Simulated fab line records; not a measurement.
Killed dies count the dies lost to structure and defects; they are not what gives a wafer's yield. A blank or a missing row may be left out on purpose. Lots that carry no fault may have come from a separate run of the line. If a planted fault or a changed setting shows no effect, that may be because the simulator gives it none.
One fault seen from 2 desks	flow nandHarc	numbers are kept per desk, each desk with only its own; the story behind them comes last

== THE DEFECT DESK ==
For each lot, the counts of the inspections along the route, averaged over the sampled wafers that have a number. If a lot's mean is further than 4 standard deviations from the usual mean, the lot is out of limits and carries the mark OUT (the distance appears in the brackets).
Columns: A = rawDefectCount at NHARC_THIN_TSV_INSPECT_40, usual 542
lot	first seen here	A
L321	day 24 19:12	623
L325	day 25 08:27	527
L327	day 26 06:48	503
L329	day 27 07:28	537
L328	day 27 18:30	485
L331	day 28 23:27	655
L332	day 28 23:27	559
L334	day 29 14:29	651
L336	day 30 01:26	581
L337	day 31 15:02	1691 (+13) OUT
L339	day 31 18:15	1673 (+13) OUT
L343	day 33 09:13	631
L344	day 34 03:01	548
Finding of this desk: L337, L339 out of limits; the first was L337 at day 31 15:02, on rawDefectCount at NHARC_THIN_TSV_INSPECT_40. L321, L325, L327, L329, L328, L331, L332, L334, L336, L343, L344: within limits.

== THE METROLOGY DESK ==
What the gauges read for every lot (on any tool): the sampled wafers with a number, averaged. If a lot's mean is further than 4 standard deviations from the usual mean, the lot is out of limits and carries the mark OUT (the distance appears in the brackets).
Columns: A = cdNm at NHARC_THIN_TSV_CD_MEAS_37, usual 5000 nm
lot	first seen here	A
L321	day 24 13:38	4997
L325	day 25 03:48	5000
L327	day 26 03:16	5002
L329	day 27 02:48	5003
L328	day 27 12:11	5005
L331	day 28 15:53	5001
L332	day 28 17:26	5000
L334	day 29 09:07	5005
L336	day 29 20:51	4997
L337	day 31 11:05	4998
L339	day 31 13:44	5003
L343	day 33 03:14	5000
L344	day 33 22:24	4997
This desk's verdict: no lot among the 13 shows anything out of limits.

== PUT TOGETHER ==
The defect desk could have raised an alarm at day 31 15:02, on L337, L339.
At the metrology desk, nothing out of limits was observed.
The metrology desk has L337, L339 on record, within its limits.
On wetBench-08, each named lot ran NHARC_THIN_TSV_STRIP_57.

== WHAT WAS PUT IN BY THE SIMULATOR ==
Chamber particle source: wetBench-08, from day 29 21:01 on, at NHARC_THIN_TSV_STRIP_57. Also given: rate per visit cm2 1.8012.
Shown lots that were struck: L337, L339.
Hours from the fault's start to each desk's first reading out of limits: the defect desk, 42.
